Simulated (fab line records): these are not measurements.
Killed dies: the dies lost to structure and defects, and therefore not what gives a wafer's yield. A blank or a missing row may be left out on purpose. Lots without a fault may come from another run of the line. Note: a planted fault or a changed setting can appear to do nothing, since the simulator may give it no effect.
The tool behind it: which one? :: flow nand harc :: 6 lots, 18 wafers sampled, at 2 steps of a route of 1159

WHAT THE GAUGES READ, wafer by wafer
NHARC_A_SLIT_CD_MEAS_09 targets a cd of 300 nm.
lot: L935
measured: day 14 16:16
on: cd sem-01
cd nm (nm): 299.8 298.5 299.3

lot: L939
measured: day 15 12:13
on: cd sem-03
cd nm (nm): 300.1 300.1 299.9

lot: L949
measured: day 17 22:06
on: cd sem-03
cd nm (nm): 299.3 300.5 300.9

lot: L952
measured: day 18 15:28
on: cd sem-01
cd nm (nm): 299.6 298.9 299.8

lot: L954
measured: day 19 01:27
on: cd sem-01
cd nm (nm): 300.4 299.6 299.9

lot: L957
measured: day 19 16:14
on: cd sem-02
cd nm (nm): 300.4 299.3 299.4

WHICH TOOL RAN EACH LOT (tool, then ch and the chambers of the sampled wafers, then the start)
lot: L935
NHARC_A_SLIT_DEP_25: pecvd-02 ch 1,2, day 14 13:20

lot: L939
NHARC_A_SLIT_DEP_25: pecvd-03 ch 0,1,2, day 15 06:08

lot: L949
NHARC_A_SLIT_DEP_25: pecvd-02 ch 1,2, day 17 19:04

lot: L952
NHARC_A_SLIT_DEP_25: pecvd-02 ch 0,1,2, day 18 11:11

lot: L954
NHARC_A_SLIT_DEP_25: pecvd-04 ch 0,1,2, day 18 22:29

lot: L957
NHARC_A_SLIT_DEP_25: pecvd-04 ch 0,1,2, day 19 11:16
- NHARC_A_SLIT_DEP_25: deposits SiO2, target thk 200 nm.

THE ANSWER, worked out from the rows above alone
Rule: the usual values come from the lots themselves. The widest of any qualifying gaps counts: lots, ordered by their means at a reading, are off when they make up no more than a third of the lots, leave a main group of 4 or more, and stand apart from it by 3 or more times the standard deviation of that group's means. A main group whose means are all the same, to the digits that the tables above print for the reading, isn't used. A lot without any number at a reading at which 4 lots or more have one is off too. Where the step has rows for the other lots, those lots are counted as sound.
Nothing can be told from this: no lot is off at any reading shown.

WHAT WAS PUT IN BY THE SIMULATOR
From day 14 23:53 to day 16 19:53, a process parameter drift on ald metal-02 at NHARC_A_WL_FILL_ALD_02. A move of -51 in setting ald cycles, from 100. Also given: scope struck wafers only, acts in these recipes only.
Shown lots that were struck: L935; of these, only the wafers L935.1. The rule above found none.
